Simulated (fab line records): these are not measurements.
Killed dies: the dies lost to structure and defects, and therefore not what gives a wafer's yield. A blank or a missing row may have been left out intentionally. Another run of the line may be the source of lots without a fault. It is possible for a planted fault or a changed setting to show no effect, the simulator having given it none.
fab line records | flow n5Finfet
record: lots: 4 | wafers: 12 | lastDay: 17
route steps=1938 shown SD_EPI_N@288 SD_EPI_P@295 BEOL_M4@1111
lots that met no fault: from a run of the same line without faults
startH: the number of hours between the record's first day and the start of the first shown wafer of the lot | waitH: how many hours have passed since the lot's step before this one | " the same as in the row above | L1.1+2: a row that stands for several wafers | - either no value or no given start | * or withheld: withheld | < > ~ a bound
route shown NAME@n: names a module that has steps shown in the file, with the first one's number in the route | usual: mean/standard deviation of fault-free wafers | same: alike in all rows | chamber/n: place in a boat | sites: each site's reading | _std_site: the values' standard deviation | _edge_site: the outer-site mean with the inner-site mean subtracted | radiusMm: how far each site lies from the wafer's centre | mask NAME#n: copy n | behind: tool/chamber where the wafer was last shaped | hold: why the lot went on hold/how many hours it stayed there/how the hold came to an end | device: transistor that didn't switch, given as n, p or np | end of line: the tests these same wafers got at the end of their route | a step with no rows: only its recipe | killed: count of dies lost to structure and defects at first sort (not the wafer's yield) | map: a wafer's dies, marking killed ones x, the rest . and places with no die _
set.NAME: setting as actually run; set.NAME@STEP: the setting as run at that earlier step | model.NAME: the simulator's own value behind a step, which no gauge read
lots at selected steps of the route; one table per step, one row per wafer
services: when a tool's chamber went out of use (startH, in hours from the record's first day, below 0 if earlier), for how many hours, and the reason
== steps ==
step: N5_SD_EPI_N_EPI_21
recipe: material: Si:P | dopant: P | tempC: 680 | pressureTorr: 255 | timeS: 690
step: N5_SD_EPI_N_PRECLEAN_24
recipe: chemistry: O3/DIW | timeS: 60 | tempC: 22 | o3Ppm: 10
step: N5_SD_EPI_N_SRD_25
recipe: timeS: 30 | tempC: 23 | rinseLiquid: diw | dry: ipaMarangoni
step: N5_SD_EPI_N_PRECLEAN_49
recipe: chemistry: NF3:NH3 | afsCycles: 1 | tempC: 30 | timeS: 20 | sublimationTempC: 180 | sublimationTimeS: 60 | pressureTorr: 3 | rfPowerW: 30
step: N5_SD_EPI_N_LINER_46
recipe: material: SiNx | targetThkA: 30 | tempC: 400 | aldPrecursorFamily: SiH2I2 | aldCoReactant: N2/H2-plasma | pressureTorr: 2
step: N5_SD_EPI_P_COAT_34
recipe: resist: SOC | tempC: 250 | timeS: 60 | spinRpm: 1500 | resistThkNm: 350
step: N5_SD_EPI_P_COAT_35
recipe: resist: SiARC | tempC: 220 | timeS: 60 | spinRpm: 1500 | resistThkNm: 35
step: N5_SD_EPI_P_COAT_03
recipe: resist: CAR-ArF-block | spinRpm: 1500 | resistThkNm: 150
step: N5_SD_EPI_P_EBR_05
recipe: solvent: PGMEA | ebrWidthMm: 1.5
step: N5_SD_EPI_P_SOFTBAKE_04
recipe: tempC: 110 | timeS: 60 | resist: CAR-ArF-block
step: N5_SD_EPI_P_EXPOSE_06
recipe: maskId: SD_P_BLK | na: 1.35 | sourceShape: conventional | sigmaOuter: 0.8 | polarization: unpolarized | targetCdNm: 240 | doseMj: 39.5
usual: exposureDoseMJCm2: 39.48/0.039
lot.wafer | tool           | chamber | startH | waitH | mask       | exposureDoseMJCm2
L958.2    | arfiScanner-03 | 0       | 67.65  | -     | SD_P_BLK#0 | 39.44
L958.5    | "              | 0       | "      | "     | SD_P_BLK#0 | 39.46
L958.6    | "              | 0       | "      | "     | SD_P_BLK#0 | 39.40
L973.2    | arfiScanner-03 | 0       | 159.50 | -     | SD_P_BLK#0 | 41.58
L973.3    | "              | 0       | "      | "     | SD_P_BLK#0 | 41.58
L973.6    | "              | 0       | "      | "     | SD_P_BLK#0 | 41.59
L976.3    | arfiScanner-03 | 0       | 173.35 | -     | SD_P_BLK#0 | 41.12
L976.4    | "              | 0       | "      | "     | SD_P_BLK#0 | 41.13
L976.5    | "              | 0       | "      | "     | SD_P_BLK#0 | 41.16
L977.2    | arfiScanner-01 | 0       | 180.02 | -     | SD_P_BLK#0 | 39.52
L977.3    | "              | 0       | "      | "     | SD_P_BLK#0 | 39.48
L977.6    | "              | 0       | "      | "     | SD_P_BLK#0 | 39.49
step: N5_SD_EPI_P_PEB_07
recipe: pebTempC: 110 | pebTimeS: 60 | resist: CAR-ArF-block
step: N5_SD_EPI_P_DEVELOP_08
recipe: developTimeS: 30 | developer: TMAH | resist: CAR-ArF-block | devTempC: 23 | rinseLiquid: diw | dry: airSpin
step: N5_SD_EPI_P_CD_MEAS_09
recipe: targetCdNm: 240 | landingEnergyEv: 500 | detector: seInlens
usual: cdNm: 239.3/0.75
lot.wafer | tool     | chamber | startH | waitH | cdNm
L958.2    | cdSem-03 | 0       | 67.77  | -     | 239.6
L958.5    | "        | 0       | "      | "     | 239.9
L958.6    | "        | 0       | "      | "     | 240.1
L973.2    | cdSem-03 | 0       | 159.62 | -     | 242.3
L973.3    | "        | 0       | "      | "     | 241.0
L973.6    | "        | 0       | "      | "     | 242.6
L976.3    | cdSem-02 | 0       | 173.47 | -     | 240.8
L976.4    | "        | 0       | "      | "     | 241.0
L976.5    | "        | 0       | "      | "     | 241.3
L977.2    | cdSem-01 | 0       | 180.14 | -     | 238.8
L977.3    | "        | 0       | "      | "     | 239.1
L977.6    | "        | 0       | "      | "     | 238.3
step: N5_SD_EPI_P_DESCUM_14
recipe: chemistry: O2 | timeS: 7.9 | sourcePowerW: 50 | biasPowerW: 20 | pressureMtorr: 20 | rfFrequencyHz: 2.712e+07 | tempC: 40 | resist: CAR-ArF-block | o2FlowSccm: 225
usual: drypumpMotorCurrentA: 5.6/0.54 | oesProductAu: 0.76/0.087 | rfVppV: 243.1/1.5 | showerheadPlenumPTorr: 2.10/0.079 | throttleValvePct: 20.43/0.27
same: timeS: 7.9
lot.wafer | tool       | chamber | startH | waitH | drypumpMotorCurrentA | oesProductAu | rfHoursCounterH | rfVppV | showerheadPlenumPTorr | throttleValvePct | model.SD_EPI_P.cdNm
L958.2    | rieDiel-03 | 3       | 67.86  | 0.0   | 5.4                  | 0.71         | 222             | 242.8  | 2.07                  | 20.77            | 239.6
L958.5    | "          | 3       | "      | "     | 5.4                  | 0.70         | -               | 242.6  | 2.07                  | 20.77            | 240
L958.6    | "          | 0       | "      | "     | 5.7                  | 0.71         | -               | 243.0  | 2.08                  | 20.64            | 240
L973.2    | rieDiel-04 | 1       | 159.71 | 0.0   | 5.0                  | 0.72         | 162             | 242.4  | 2.01                  | 20.43            | 242.2
L973.3    | "          | 3       | "      | "     | 6.1                  | 0.79         | 120             | 241.5  | 2.03                  | 20.45            | 241.2
L973.6    | "          | 3       | "      | "     | 6.1                  | 0.78         | -               | 240.7  | 2.02                  | 20.44            | 242.6
L976.3    | rieDiel-04 | 3       | 173.55 | 0.0   | 6.1                  | 0.78         | 124             | 243.2  | 2.02                  | 20.46            | 241.2
L976.4    | "          | 2       | "      | "     | 6.3                  | 0.70         | 216             | 242.2  | 2.07                  | 20.72            | 240.8
L976.5    | "          | 3       | "      | "     | 6.1                  | 0.77         | -               | 241.6  | 2.02                  | 20.45            | 241.2
L977.2    | rieDiel-03 | 1       | 180.34 | 0.1   | 4.9                  | 0.87         | 45              | 244.6  | 2.21                  | 20.62            | 238.8
L977.3    | "          | 0       | "      | "     | 5.6                  | 0.68         | 246             | 243.9  | 2.07                  | 20.70            | 238.6
L977.6    | "          | 2       | "      | "     | 6.6                  | 0.76         | -               | 245.5  | 2.19                  | 20.42            | 238.6
step: N5_SD_EPI_P_ETCH_36
recipe: chemistry: CF4 | target: SiARC | targetDepthA: 455 | maskMaterial: CAR-ArF-block | timeS: 75.8 | ionEnergyEv: 80 | pressureMtorr: 40 | sourceW: 545 | biasW: 36 | Ar_flow_sccm: 100 | cf4FlowSccm: 100 | ends: cleared
step: N5_SD_EPI_P_ETCH_37
recipe: chemistry: N2/H2 | target: SOC | overetchA: 1080 | maskMaterial: SiARC | tempC: 40 | ionEnergyEv: 100 | sourceW: 3000 | biasW: 133 | pressureMtorr: 20 | timeS: 486 | n2FlowSccm: 200 | h2FlowSccm: 200 | ends: endPoint
step: N5_SD_EPI_P_STRIP_38
recipe: chemistry: N2/H2 | tempC: 40 | n2FlowSccm: 200 | h2FlowSccm: 200 | rfFrequencyHz: 6e+07
step: N5_SD_EPI_P_ETCHBACK_46
recipe: chemistry: CH3F/O2 | mode: anisotropicEtchback | target: SiNx | targetDepthA: 175 | stopOn: SiO2 | overEtchFrac: 0.3 | ionEnergyEv: 120 | pressureMtorr: 30 | sourceW: 395 | biasW: 73 | Ar_flow_sccm: 150 | CH3F_flow_sccm: 30 | O2_flow_sccm: 20
step: N5_SD_EPI_P_ETCH_47
recipe: chemistry: CH3F/O2 | target: SiOCN | targetDepthA: 250 | maskMaterial: SOC | ionEnergyEv: 60 | biasW: 29 | pressureMtorr: 30 | sourceW: 410 | Ar_flow_sccm: 150 | CH3F_flow_sccm: 30 | O2_flow_sccm: 20
step: N5_SD_EPI_P_ETCH_16
recipe: chemistry: CHF3/O2 | target: SiO2 | targetDepthA: 50 | maskMaterial: SOC | pressureMtorr: 30 | sourceW: 650 | biasW: 170 | Ar_flow_sccm: 200 | CHF3_flow_sccm: 50 | O2_flow_sccm: 5 | ionEnergyEv: 200
step: N5_SD_EPI_P_STRIP_50
recipe: chemistry: CHF3/O2 | resist: SiARC | rfFrequencyHz: 6e+07
step: N5_SD_EPI_P_SD_RECESS_17
recipe: chemistry: HBr/Cl2/O2 | targetDepthA: 391 | btTimeS: 3 | pressureMtorr: 10 | icpW: 800 | biasW: 112 | HBr_flow_sccm: 150 | Cl2_flow_sccm: 80 | O2_flow_sccm: 12
usual: biasW: 112.0/0.31 | drypumpMotorCurrentA: 5.9/0.47 | oesProductAu: 0.995/0.016 | throttleValvePct: 37.0/0.39
lot.wafer | tool     | chamber | startH | waitH | biasW | drypumpMotorCurrentA | oesProductAu | rfHoursCounterH | throttleValvePct | model.SD_EPI_P.cdNm
L958.2    | rieSi-05 | 1       | 68.54  | 0.0   | 112.0 | 5.8                  | 1.025        | 8               | 36.4             | 241.8
L958.5    | "        | 1       | "      | "     | 111.9 | 5.9                  | 1.032        | -               | 36.5             | 242.2
L958.6    | "        | 2       | "      | "     | 112.6 | 6.4                  | 0.996        | -               | 37.7             | 241.8
L973.2    | rieSi-05 | 0       | 160.40 | 0.0   | 111.8 | 5.8                  | 1.007        | 24              | 36.8             | 239.4
L973.3    | "        | 3       | "      | "     | 112.4 | 5.7                  | 0.984        | 186             | 36.9             | 239.4
L973.6    | "        | 3       | "      | "     | 112.3 | 5.7                  | 0.977        | -               | 36.9             | 241.2
L976.3    | rieSi-01 | 1       | 174.24 | 0.0   | 111.4 | 5.2                  | 1.013        | 182             | 37.3             | 240.6
L976.4    | "        | 2       | "      | "     | 111.8 | 5.5                  | 0.988        | 57              | 36.5             | 242.8
L976.5    | "        | 3       | "      | "     | 111.7 | 5.7                  | 0.977        | -               | 37.4             | 240.2
L977.2    | rieSi-01 | 0       | 181.02 | 0.0   | 112.2 | 6.7                  | 1.008        | 133             | 37.1             | 239.8
L977.3    | "        | 1       | "      | "     | 111.9 | 5.2                  | 1.012        | 182             | 37.3             | 239.6
L977.6    | "        | 2       | "      | "     | 112.2 | 5.5                  | 0.973        | -               | 36.5             | 239.4
step: N5_SD_EPI_P_WET_ETCH_45
recipe: chemistry: dHF | dilution: withheld | timeS: 10.7 | target: SiO2 | targetDepthA: 20 | tempC: 25 | dry: ipaMarangoni | rinseTimeS: 30 | rinseTempC: 23
step: N5_BEOL_M4_RC_MEAS_101
usual: DIBL_N: 36.1/1.5 | DIBL_P: 36.1/1.9 | IOFF_N: 0.159/0.029 | IOFF_P: 0.21/0.038 | ION_N: 675/11 | ION_P: 464/8.1 | SS_N: 71.5/0.57 | SS_P: 73.3/0.64 | VT_N: 249/3.1 | VT_P: -250/3.8
lot.wafer | tool      | chamber | startH | waitH | DIBL_N[mV/V] | DIBL_P[mV/V] | IOFF_N[nA/um] | IOFF_P[nA/um] | ION_N[uA/um] | ION_P[uA/um] | SS_N[mV/dec] | SS_P[mV/dec] | VT_N[mV] | VT_P[mV]
L958.2    | prober-02 | 0       | 176.86 | 0.2   | 36.9         | 38.1         | 0.187         | 0.27          | 691          | 478          | 71.6         | 74.2         | 245      | -242
L958.5    | "         | 0       | "      | "     | 36.5         | 38.2         | 0.179         | 0.27          | 692          | 479          | 72.5         | 73.7         | 248      | -245
L958.6    | "         | 0       | "      | "     | 35.3         | 35.5         | 0.145         | 0.21          | 675          | 465          | 72.1         | 73.7         | 250      | -249
L973.2    | prober-01 | 0       | 269.68 | 0.2   | 38.5         | 38.9         | 0.187         | 0.21          | 665          | 456          | 72.4         | 73.6         | 249      | -254
L973.3    | "         | 0       | "      | "     | 36.2         | 37.3         | 0.151         | 0.18          | 662          | 446          | 71.6         | 72.8         | 254      | -256
L973.6    | "         | 0       | "      | "     | 37.5         | 38.5         | 0.180         | 0.20          | 678          | 460          | 72.7         | 73.3         | 248      | -253
L976.3    | prober-01 | 0       | 281.61 | 0.3   | 36.0         | 36.2         | 0.162         | 0.25          | 686          | 475          | 71.7         | 72.9         | 249      | -242
L976.4    | "         | 0       | "      | "     | 34.5         | 34.2         | 0.131         | 0.21          | 674          | 467          | 71.0         | 71.9         | 248      | -245
L976.5    | "         | 0       | "      | "     | 35.5         | 35.1         | 0.150         | 0.23          | 684          | 477          | 72.2         | 73.2         | 251      | -246
L977.2    | prober-02 | 0       | 300.79 | 0.2   | 36.5         | 37.5         | 0.160         | 0.21          | 679          | 460          | 71.0         | 74.1         | 250      | -253
L977.3    | "         | 0       | "      | "     | 36.1         | 37.1         | 0.158         | 0.20          | 669          | 453          | 71.5         | 73.8         | 250      | -253
L977.6    | "         | 0       | "      | "     | 34.9         | 36.2         | 0.147         | 0.19          | 671          | 456          | 71.0         | 73.5         | 249      | -254
== services ==
tool           | chamber | startH | hours | kind
rieDiel-04     | 1       | 53.11  | 2.4   | repair
arfiScanner-01 | -       | 59.23  | 0.9   | repair
rieSi-01       | 3       | 63.25  | 2.8   | repair
rieSi-01       | 1       | 72.85  | 15.0  | repair
arfiScanner-03 | -       | 77.94  | 5.0   | pm
arfiScanner-03 | -       | 87.68  | 1.9   | repair
arfiScanner-01 | -       | 91.11  | 4.9   | pm
arfiScanner-03 | -       | 96.83  | 1.0   | pm
arfiScanner-01 | -       | 97.00  | 1.0   | pm
arfiScanner-01 | -       | 113.63 | 1.2   | repair
arfiScanner-01 | -       | 120.18 | 0.8   | pm
arfiScanner-03 | -       | 132.72 | 1.3   | pm
rieSi-05       | 2       | 142.00 | 35.5  | repair
arfiScanner-01 | 0       | 143.24 | -     | calibration
rieSi-01       | 1       | 145.51 | 2.4   | repair
arfiScanner-03 | -       | 146.42 | 0.8   | repair
rieSi-05       | -       | 149.31 | 2.8   | pm
arfiScanner-01 | -       | 150.29 | 1.8   | repair
arfiScanner-01 | -       | 156.67 | 1.3   | pm
rieDiel-03     | 3       | 162.99 | -     | clean
rieDiel-03     | 3       | 162.99 | -     | consumableReplace:focusRing
rieDiel-03     | 3       | 162.99 | 17.8  | scheduledDown
rieDiel-03     | 3       | 162.99 | 17.8  | ventCycle
arfiScanner-03 | -       | 165.44 | 0.8   | pm
== key ==
firstSign: step: N5_SD_EPI_P_EXPOSE_06 | reading: exposureDoseMJCm2 | direction: up | sigmas: 48 | usual: 39.48 | struck: 41.36
effect: step: N5_SD_EPI_P_CD_MEAS_09 | reading: cdNm | direction: up | sigmas: 3 | usual: 239.3 | struck: 241.5 | through: controlLoop
modelEffect: step: N5_SD_EPI_P_DESCUM_14 | value: SD_EPI_P.cdNm | without: 238.4 | struck: 241.5
modelEffect: step: N5_SD_EPI_P_SD_RECESS_17 | value: SD_EPI_P.cdNm | without: 237.5 | struck: 240.6
metAt N5_SD_EPI_P_EXPOSE_06
struckWafers L973.2,L973.3,L973.6,L976.3,L976.4,L976.5
loopTrim: step: N5_SD_EPI_P_EXPOSE_06 | setting: dose | lots: L976
onsetBetween 67.65 159.50
fault: kind: processParameterDrift | tool: arfiScanner-03 | chamber: - | onsetH: 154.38 | steps: N5_SD_EPI_P_EXPOSE_06 | channel: doseMj | offset: 2.1091 | shape: step | actsIn: theseRecipesOnly | stated: 39.5
loopTrim: a control loop set the setting to another value than it would have without faults
